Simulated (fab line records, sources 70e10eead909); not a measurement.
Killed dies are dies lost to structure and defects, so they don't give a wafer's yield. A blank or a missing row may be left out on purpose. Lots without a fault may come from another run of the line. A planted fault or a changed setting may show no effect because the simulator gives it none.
fab line records | flow nand_harc
record lots=6 wafers=18 last_day=24
route steps=1159 shown P_GATE@201 END@1159
lots that met no fault: from a run of the same line without faults
start_h: hours from the record's first day to the start of the lot's first wafer shown | wait_h: hours since the lot's step before | " the same as in the row above | L1.1+2: a row that stands for several wafers | - no value, or no start given | * or withheld: withheld | < > ~ a bound
route shown NAME@n: a module of which the file shows steps, and the number in the route of the first | usual: mean/standard deviation of fault-free wafers | same: alike in all rows | chamber/n: place in a boat | sites: the reading at each site | _std_site: their standard deviation | _edge_site: outer sites' mean less inner sites' | radius_mm: how far each site lies from the wafer's centre | mask NAME#n: copy n | behind: the tool/chamber that last shaped the wafer | hold: why the lot was held/for how many hours/how that ended | device: the transistor (n, p or np) that didn't switch | end of line: the same wafers' tests at the end of the route | a step without rows: its recipe alone | killed: dies lost to structure and defects at the first sort, not the wafer's yield | map: a wafer's dies, x killed, . not, _ none there
set.NAME: the setting as run; set.NAME@STEP: as run at that earlier step | model.NAME: the simulator's own value behind a step, which no gauge read
lots at some steps of the route; a table a step, a row a wafer
services: from which hour (start_h, from the record's first day; less than 0 if before it) a tool's chamber was out of use, for how many hours, and why
## steps
# step NHARC_P_GATE_HARDBAKE_92
# recipe temp_c=125 time_s=80
# step NHARC_P_GATE_DESCUM_93
# recipe time_s=3 o2_flow_sccm=200 ar_flow_sccm=0 bias_power_w=0 chemistry=O2
# usual drypump_motor_current_A=5.9/0.51 mfc_ar_sccm=0.008/0.012 oes_product_au=1.000/0.008 rf_vpp_V=57.7/0.94 showerhead_plenum_p_Torr=1.92/0.074 throttle_valve_pct=11.310/0.0089
# columns lot.wafer tool chamber start_h wait_h drypump_motor_current_A mfc_ar_sccm oes_product_au rf_hours_counter_h rf_vpp_V showerhead_plenum_p_Torr throttle_valve_pct
L405.2 rie_diel-08 3 147.55 - 6.4 0 1.012 5 58.5 1.99 11.297
L405.3 " 0 " " 6.0 0 0.991 6 57.6 2.00 11.305
L405.5 " 3 " " 6.4 0 1.005 - 58.5 1.99 11.301
L407.2 rie_diel-07 2 154.37 - 5.0 0 1.007 34 58.2 1.94 11.322
L407.1 " 0 " " 4.8 0.021 0.999 30 56.2 1.78 11.319
L407.6 " 3 " " 5.8 0.018 1.006 - 59.1 1.81 11.304
L411.1 rie_diel-09 0 184.91 - 5.4 0 1.000 20 55.6 1.99 11.308
L411.4 " 3 " " 6.3 0 1.014 20 58.6 1.88 11.306
L411.5 " 0 " " 5.5 0 1.009 - 58.0 1.99 11.309
L417.1 rie_diel-09 1 215.53 - 6.0 0.029 0.991 27 57.7 1.85 11.286
L417.4 " 2 " " 6.1 0 0.994 27 58.0 1.99 11.332
L417.5 " 1 " " 6.0 0.029 1.001 - 56.6 1.85 11.321
L419.4 rie_diel-09 3 226.87 - 6.3 0 1.003 29 57.6 1.88 11.297
L419.1 " 1 " " 6.0 0.029 0.987 30 57.5 1.85 11.326
L419.6 " 3 " " 6.3 0 0.991 - 56.8 1.88 11.313
L421.3 rie_diel-09 1 237.05 - 6.0 0.029 0.993 31 58.3 1.85 11.321
L421.2 " 0 " " 5.4 0 0.995 31 58.6 1.98 11.313
L421.5 " 1 " " 6.0 0.029 0.991 - 57.4 1.85 11.314
# step NHARC_P_GATE_IMPLANT_94
# recipe energy_kev=60 dose_cm2=2e+15 tilt_deg=7
# step NHARC_P_GATE_STRIP_113
# recipe power_w=1500 temp_c=110 time_s=740 chemistry=N2/H2
# usual drypump_motor_current_A=5.3/0.37 heater_power_w=99/8.2 rf_refl_power_W=21/3.6
# columns lot.wafer tool chamber start_h wait_h drypump_motor_current_A heater_power_w rf_hours_counter_h rf_refl_power_W
L405.2 plasma_asher-02 0 147.93 0.2 5.3 97 43 24
L405.3 " 1 " " 5.0 112 - 16
L405.5 " 0 " " 5.3 96 - 25
L407.1 plasma_asher-02 1 154.74 0.2 5.0 112 45 16
L407.2 " 0 " " 5.3 99 45 26
L407.6 " 1 " " 5.0 108 - 16
L411.1 plasma_asher-01 0 186.38 1.3 5.1 98 29 18
L411.4 " 0 " " 5.1 102 - 19
L411.5 " 1 " " 6.0 86 - 24
L417.1 plasma_asher-01 1 216.02 0.3 5.9 88 39 23
L417.4 " 1 " " 5.9 88 - 24
L417.5 " 1 " " 5.9 87 - 24
L419.1 plasma_asher-01 0 227.36 0.3 5.1 99 42 19
L419.4 " 1 " " 5.9 86 - 24
L419.6 " 1 " " 6.0 87 - 24
L421.2 plasma_asher-02 1 237.92 0.7 5.0 111 14 16
L421.3 " 1 " " 5.0 110 - 16
L421.5 " 1 " " 5.0 110 - 16
# step NHARC_P_GATE_STRIP_95
# recipe power_w=1500 temp_c=250 chemistry=O2
# usual drypump_motor_current_A=5.3/0.37 heater_power_w=370/30 rf_refl_power_W=21/3.7
# columns lot.wafer tool chamber start_h wait_h drypump_motor_current_A heater_power_w rf_hours_counter_h rf_refl_power_W
L405.2 plasma_asher-02 0 148.64 0.6 5.3 376 43 25
L405.3 " 1 " " 5.0 414 - 16
L405.5 " 0 " " 5.3 360 - 26
L407.1 plasma_asher-02 1 155.46 0.6 5.0 417 46 16
L407.2 " 0 " " 5.3 362 46 25
L407.6 " 1 " " 5.0 420 - 16
L411.1 plasma_asher-01 0 186.98 0.5 5.1 370 29 18
L411.4 " 0 " " 5.1 376 - 19
L411.5 " 1 " " 6.0 324 - 24
L417.1 plasma_asher-01 1 216.62 0.5 5.9 328 40 24
L417.4 " 1 " " 5.9 333 - 24
L417.5 " 1 " " 5.9 333 - 24
L419.1 plasma_asher-01 0 227.98 0.5 5.1 376 43 19
L419.4 " 1 " " 5.9 326 - 25
L419.6 " 1 " " 5.9 335 - 24
L421.2 plasma_asher-02 1 238.52 0.5 5.0 417 15 17
L421.3 " 1 " " 5.0 412 - 16
L421.5 " 1 " " 5.0 411 - 16
# step NHARC_P_GATE_STRIP_96
# recipe time_s=900 temp_c=130 chemistry=SPM
# step NHARC_P_GATE_RTA_64
# recipe temp_c=1050 time_s=1
# usual anneal_temp_c_max=1054.1/0.7 lamp_power_pct=31.90/0.21 wafer_temp_C_max=1055.2/1.7
# columns lot.wafer tool chamber start_h wait_h anneal_temp_c_max lamp_power_pct wafer_temp_C_max
L405.2 rtp_anneal-02 0 149.23 - 1054.4 32.06 1055.8
L405.3 " 0 " " 1055.1 32.10 1056.1
L405.5 " 0 " " 1053.4 32.05 1055.5
L407.1 rtp_anneal-01 0 156.02 - 1054.6 31.72 1054.1
L407.2 " 0 " " 1053.0 31.67 1053.1
L407.6 " 0 " " 1054.5 31.72 1052.8
L411.1 rtp_anneal-01 0 187.74 - 1054.7 31.66 1053.6
L411.4 " 0 " " 1055.4 31.65 1053.3
L411.5 " 0 " " 1053.7 31.69 1053.5
L417.1 rtp_anneal-01 0 217.41 - 1054.8 31.55 1053.9
L417.4 " 0 " " 1053.8 31.59 1052.8
L417.5 " 0 " " 1054.1 31.67 1054.7
L419.1 rtp_anneal-02 0 228.63 - 1053.9 32.11 1055.1
L419.4 " 0 " " 1053.5 32.07 1057.9
L419.6 " 0 " " 1055.4 32.11 1056.8
L421.2 rtp_anneal-02 0 239.10 - 1052.9 32.14 1058.4
L421.3 " 0 " " 1055.2 32.11 1055.4
L421.5 " 0 " " 1053.5 32.13 1054.6
# step NHARC_P_GATE_ETCH_77
# recipe target_depth_a=60 chemistry=dHF material=SiO2
# step NHARC_P_GATE_DEGAS_109
# recipe temp_c=300 time_s=60
# usual heater_power_w=470/54
# columns lot.wafer tool chamber start_h wait_h heater_power_w
L405.2 pvd_sputter-01 - 149.51 0.1 534
L405.3 " - " " 416
L405.5 " - " " 506
L407.2 pvd_sputter-03 - 156.33 0.1 425
L407.1 " - " " 417
L407.6 " - " " 571
L411.4 pvd_sputter-03 - 188.04 0.1 424
L411.1 " - " " 413
L411.5 " - " " 423
L417.1 pvd_sputter-01 - 217.72 0.1 532
L417.4 " - " " 436
L417.5 " - " " 522
L419.4 pvd_sputter-01 - 228.93 0.1 438
L419.1 " - " " 519
L419.6 " - " " 457
L421.2 pvd_sputter-02 - 239.39 0.1 382
L421.3 " - " " 516
L421.5 " - " " 495
# step NHARC_P_GATE_PRE_CLEAN_110
# recipe time_s=30 bias_v=200 gas=Ar
# step NHARC_P_GATE_SPUTTER_78
# recipe target_thk_a=100 material=Ni
# step NHARC_P_GATE_SPUTTER_79
# recipe target_thk_a=100 material=TiN
# step NHARC_P_GATE_RTA_80
# recipe temp_c=300 time_s=30
# usual anneal_temp_c_max=301.15/0.27 lamp_zone_7_pct=1.994/0.014 wafer_temp_C_max=301.5/0.53
# columns lot.wafer tool chamber start_h wait_h anneal_temp_c_max lamp_zone_7_pct wafer_temp_C_max
L405.2 rtp_anneal-01 - 149.83 - - - -
L405.3 " - " " - - -
L405.5 " - " " - - -
L407.1 rtp_anneal-02 - 156.63 - - - -
L407.2 " - " " - - -
L407.6 " - " " - - -
L411.1 rtp_anneal-02 0 188.34 - 301.35 2.005 302.1
L411.4 " 0 " " 301.32 2.003 301.7
L411.5 " 0 " " 301.53 2.004 302.2
L417.1 rtp_anneal-02 0 218.01 - 301.36 2.003 302.6
L417.4 " 0 " " 301.07 2.005 302.3
L417.5 " 0 " " 301.59 2.006 302.3
L419.1 rtp_anneal-02 0 229.45 - 300.83 2.011 301.7
L419.4 " 0 " " 301.73 2.013 302.6
L419.6 " 0 " " 300.88 2.012 301.4
L421.2 rtp_anneal-01 0 239.70 - 300.92 1.977 300.9
L421.3 " 0 " " 300.77 1.975 301.0
L421.5 " 0 " " 301.11 1.977 301.3
# step NHARC_P_GATE_STRIP_67
# recipe time_s=600 temp_c=130 chemistry=SPM
# step NHARC_END_SORT_01
# recipe temp_c=25
# usual killed_at_array=26/9.9 killed_at_other=0.8/1 killed_at_periphery=2.8/2.2 killed_dies=29/9.9 killed_open=3.2/1.8 killed_short=2.1/1.4
# same gross_dies=677
# columns lot.wafer tool chamber start_h wait_h killed_at_array killed_at_other killed_at_periphery killed_dies killed_open killed_short
L405.2 prober-02 0 481.72 2.8 38 0 639 677 2 5
L405.3 prober-02 0 482.51 3.1 31 0 646 677 1 1
L405.5 prober-02 0 484.10 3.7 31 0 646 677 2 3
L407.1 prober-02 0 496.50 2.5 33 1 643 677 3 1
L407.2 prober-02 0 497.31 2.8 15 1 661 677 2 5
L407.6 prober-02 0 500.56 4.1 23 0 654 677 2 1
L411.1 prober-01 0 519.94 2.5 37 0 3 40 3 2
L411.4 prober-01 0 522.34 3.4 28 0 1 29 3 1
L411.5 prober-01 0 523.14 3.7 24 1 1 26 2 3
L421.2 prober-02 0 560.25 2.8 25 2 6 33 5 2
L421.3 prober-02 0 561.06 3.1 22 4 4 30 5 2
L421.5 prober-02 0 562.66 3.7 14 2 6 22 3 2
# killed by level:class
L405.2 P_GATE:area_rta=639 A_SLIT:chamber_film_flake=13 A_CHANNEL_HOLE_D1:chamber_film_flake=11 A_STAIRCASE:chamber_film_flake=4 A_SGD_CUT:geometric_particle:short=2 A_CHANNEL_FILL_D1:geometric_particle:open=1 A_SGD_CUT:geometric_particle:open=1 A_WL_FILL:geometric_particle:short=1
L405.3 P_GATE:area_rta=646 A_CHANNEL_HOLE_D1:chamber_film_flake=14 A_SLIT:chamber_film_flake=8 A_CONTACT:chamber_film_flake=4 A_STAIRCASE:chamber_film_flake=2 A_ONON_D1:geometric_particle:short=1 A_CHANNEL_FILL_D1:geometric_particle:open=1 A_ZERO_WELL:chamber_film_flake=1
L405.5 P_GATE:area_rta=644 A_CHANNEL_HOLE_D1:chamber_film_flake=14 A_SLIT:chamber_film_flake=6 A_STAIRCASE:chamber_film_flake=3 A_CONTACT:chamber_film_flake=3 P_GATE:geometric_particle:open=1 A_SOURCE_PLATE:geometric_particle:open=1 A_ONON_D1:geometric_particle:short=1
L407.1 P_GATE:area_rta=641 A_CONTACT:chamber_film_flake=14 A_STAIRCASE:chamber_film_flake=13 A_CHANNEL_HOLE_D1:chamber_film_flake=2 P_GATE:geometric_particle:open=1 A_WL_FILL:geometric_particle:open=1 A_CONTACT:geometric_particle:open=1 A_M0:geometric_particle:short=1
L407.2 P_GATE:area_rta=658 A_STAIRCASE:chamber_film_flake=4 A_CONTACT:chamber_film_flake=4 P_CONTACT:geometric_particle:short=3 A_SOURCE_PLATE:geometric_particle:short=1 A_WL_FILL:geometric_particle:short=1 A_CONTACT:geometric_particle:open=1 A_M0:geometric_particle:open=1
L407.6 P_GATE:area_rta=653 A_CONTACT:chamber_film_flake=8 A_STAIRCASE:chamber_film_flake=5 A_CHANNEL_HOLE_D1:chamber_film_flake=4 A_WL_FILL:chamber_film_flake=2 P_M0:geometric_particle:open=1 A_WL_FILL:geometric_particle:open=1 A_CONTACT:geometric_particle:short=1
L411.1 A_CHANNEL_HOLE_D1:chamber_film_flake=17 A_CONTACT:chamber_film_flake=12 A_STAIRCASE:chamber_film_flake=4 P_CONTACT:geometric_particle:open=1 A_CHANNEL_FILL_D1:geometric_particle:short=1 A_CONTACT:geometric_particle:open=1 A_CONTACT:geometric_particle:short=1 A_M0:geometric_particle:open=1
L411.4 A_CHANNEL_HOLE_D1:chamber_film_flake=13 A_STAIRCASE:chamber_film_flake=6 A_CONTACT:chamber_film_flake=5 P_M1:geometric_particle:open=1 A_SOURCE_PLATE:geometric_particle:open=1 A_SGD_CUT:geometric_particle:open=1 A_M0:geometric_particle:short=1 A_CHANNEL_FILL_D1:chamber_film_flake=1
L411.5 A_CHANNEL_HOLE_D1:chamber_film_flake=12 A_STAIRCASE:chamber_film_flake=6 A_CONTACT:chamber_film_flake=2 A_CHANNEL_HOLE_D1:geometric_particle:short=1 A_CHANNEL_FILL_D1:geometric_particle:short=1 A_CHANNEL_FILL_D1:geometric_particle:open=1 A_M0:geometric_particle:open=1 STARTING-WAFER:geometric_particle:short=1
L421.2 A_CHANNEL_HOLE_D1:chamber_film_flake=17 P_M1:chamber_film_flake=3 A_CONTACT:geometric_particle:open=2 THIN_TSV:chamber_film_flake=2 P_CONTACT:geometric_particle:open=1 P_M0:geometric_particle:open=1 A_WL_FILL:geometric_particle:short=1 A_WL_FILL:geometric_particle:open=1
L421.3 A_CHANNEL_HOLE_D1:chamber_film_flake=13 THIN_TSV:chamber_film_flake=4 P_ZERO_WELL:chamber_film_flake=2 P_M1:chamber_film_flake=2 A_SOURCE_PLATE:geometric_particle:short=1 A_ONON_D1:geometric_particle:open=1 A_ONON_D1:geometric_particle:short=1 A_WL_FILL:geometric_particle:open=1
L421.5 A_CHANNEL_HOLE_D1:chamber_film_flake=11 P_M1:chamber_film_flake=3 THIN_TSV:chamber_film_flake=2 P_CONTACT:geometric_particle:short=1 P_CONTACT:geometric_particle:open=1 A_ONON_D1:geometric_particle:open=1 A_ONON_D1:geometric_particle:short=1 A_SGD_CUT:geometric_particle:open=1
# map L405.2 (x killed, . not)
____________x____________
_________xxxxxxx_________
_______xxxxxxxxxxx_______
______xxxxxxxxxxxxx______
_____xxxxxxxxxxxxxxx_____
____xxxxxxxxxxxxxxxxx____
____xxxxxxxxxxxxxxxxx____
___xxxxxxxxxxxxxxxxxxx___
___xxxxxxxxxxxxxxxxxxx___
__xxxxxxxxxxxxxxxxxxxxx__
__xxxxxxxxxxxxxxxxxxxxx__
_xxxxxxxxxxxxxxxxxxxxxxx_
_xxxxxxxxxxxxxxxxxxxxxxx_
_xxxxxxxxxxxxxxxxxxxxxxx_
_xxxxxxxxxxxxxxxxxxxxxxx_
_xxxxxxxxxxxxxxxxxxxxxxx_
xxxxxxxxxxxxxxxxxxxxxxxxx
xxxxxxxxxxxxxxxxxxxxxxxxx
xxxxxxxxxxxxxxxxxxxxxxxxx
xxxxxxxxxxxxxxxxxxxxxxxxx
xxxxxxxxxxxxxxxxxxxxxxxxx
_xxxxxxxxxxxxxxxxxxxxxxx_
_xxxxxxxxxxxxxxxxxxxxxxx_
_xxxxxxxxxxxxxxxxxxxxxxx_
_xxxxxxxxxxxxxxxxxxxxxxx_
_xxxxxxxxxxxxxxxxxxxxxxx_
__xxxxxxxxxxxxxxxxxxxxx__
__xxxxxxxxxxxxxxxxxxxxx__
___xxxxxxxxxxxxxxxxxxx___
___xxxxxxxxxxxxxxxxxxx___
____xxxxxxxxxxxxxxxxx____
____xxxxxxxxxxxxxxxxx____
_____xxxxxxxxxxxxxxx_____
______xxxxxxxxxxxxx______
_______xxxxxxxxxxx_______
_________xxxxxxx_________
____________x____________
# map L407.1 (x killed, . not)
____________x____________
_________xxxxxxx_________
_______xxxxxxxxxxx_______
______xxxxxxxxxxxxx______
_____xxxxxxxxxxxxxxx_____
____xxxxxxxxxxxxxxxxx____
____xxxxxxxxxxxxxxxxx____
___xxxxxxxxxxxxxxxxxxx___
___xxxxxxxxxxxxxxxxxxx___
__xxxxxxxxxxxxxxxxxxxxx__
__xxxxxxxxxxxxxxxxxxxxx__
_xxxxxxxxxxxxxxxxxxxxxxx_
_xxxxxxxxxxxxxxxxxxxxxxx_
_xxxxxxxxxxxxxxxxxxxxxxx_
_xxxxxxxxxxxxxxxxxxxxxxx_
_xxxxxxxxxxxxxxxxxxxxxxx_
xxxxxxxxxxxxxxxxxxxxxxxxx
xxxxxxxxxxxxxxxxxxxxxxxxx
xxxxxxxxxxxxxxxxxxxxxxxxx
xxxxxxxxxxxxxxxxxxxxxxxxx
xxxxxxxxxxxxxxxxxxxxxxxxx
_xxxxxxxxxxxxxxxxxxxxxxx_
_xxxxxxxxxxxxxxxxxxxxxxx_
_xxxxxxxxxxxxxxxxxxxxxxx_
_xxxxxxxxxxxxxxxxxxxxxxx_
_xxxxxxxxxxxxxxxxxxxxxxx_
__xxxxxxxxxxxxxxxxxxxxx__
__xxxxxxxxxxxxxxxxxxxxx__
___xxxxxxxxxxxxxxxxxxx___
___xxxxxxxxxxxxxxxxxxx___
____xxxxxxxxxxxxxxxxx____
____xxxxxxxxxxxxxxxxx____
_____xxxxxxxxxxxxxxx_____
______xxxxxxxxxxxxx______
_______xxxxxxxxxxx_______
_________xxxxxxx_________
____________x____________
## services
# columns tool chamber start_h hours kind
rie_diel-08 - 124.80 9.0 pm
rie_diel-09 0 135.11 - clean
rie_diel-09 1 135.11 - clean
rie_diel-09 2 135.11 - clean
rie_diel-09 3 135.11 - clean
rie_diel-08 1 136.12 32.4 repair
plasma_asher-02 - 138.19 2.9 repair
rie_diel-08 3 151.84 16.2 repair
pvd_sputter-02 - 156.62 3.6 repair
rie_diel-09 0 159.62 - clean
rie_diel-09 1 159.62 - clean
rie_diel-09 2 159.62 - clean
rie_diel-09 3 159.62 - clean
pvd_sputter-01 - 162.10 10.0 pm
pvd_sputter-01 - 180.76 0.5 repair
plasma_asher-02 - 183.25 9.0 pm
plasma_asher-02 0 183.25 9.0 vent_cycle
plasma_asher-02 1 183.25 9.0 vent_cycle
rie_diel-09 0 184.18 - clean
plasma_asher-02 0 192.25 - clean
plasma_asher-02 1 192.25 - clean
pvd_sputter-02 - 214.00 10.0 pm
plasma_asher-01 - 218.73 0.5 repair
rie_diel-07 - 228.33 9.0 pm
## key
first_sign step=NHARC_P_GATE_RTA_80 reading=tool_record direction=missing
effect step=NHARC_END_SORT_01 reading=killed_at_periphery direction=up sigmas=99+ usual=2.8 struck=648.2
more_kills_born_at NHARC_P_GATE_RTA_80@rtp_anneal-02=1952 NHARC_P_GATE_RTA_80@rtp_anneal-01=1929
met_at NHARC_P_GATE_RTA_80
struck_wafers L405.2,L405.3,L405.5,L407.1,L407.2,L407.6
later_rows_left_out L405.2,L405.3,L405.5,L407.1,L407.2,L407.6
tester_left_out L405,L407
fault kind=skipped_step_whole tool=rtp_anneal-01,rtp_anneal-02 chamber=- onset_h=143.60 steps=NHARC_P_GATE_RTA_80 scope=struck_lots_only
# tester_left_out: of these lots the tester's yield and bins aren't shown, on N5 and GAA mostly nor the transistor test; their killed dies are dies lost to structure and defects alone, not to doping, threshold or leakage, so they don't give the yield
# later_rows_left_out: the simulator's readings of these wafers behind a module that went badly wrong aren't trusted and aren't shown, but for the sort
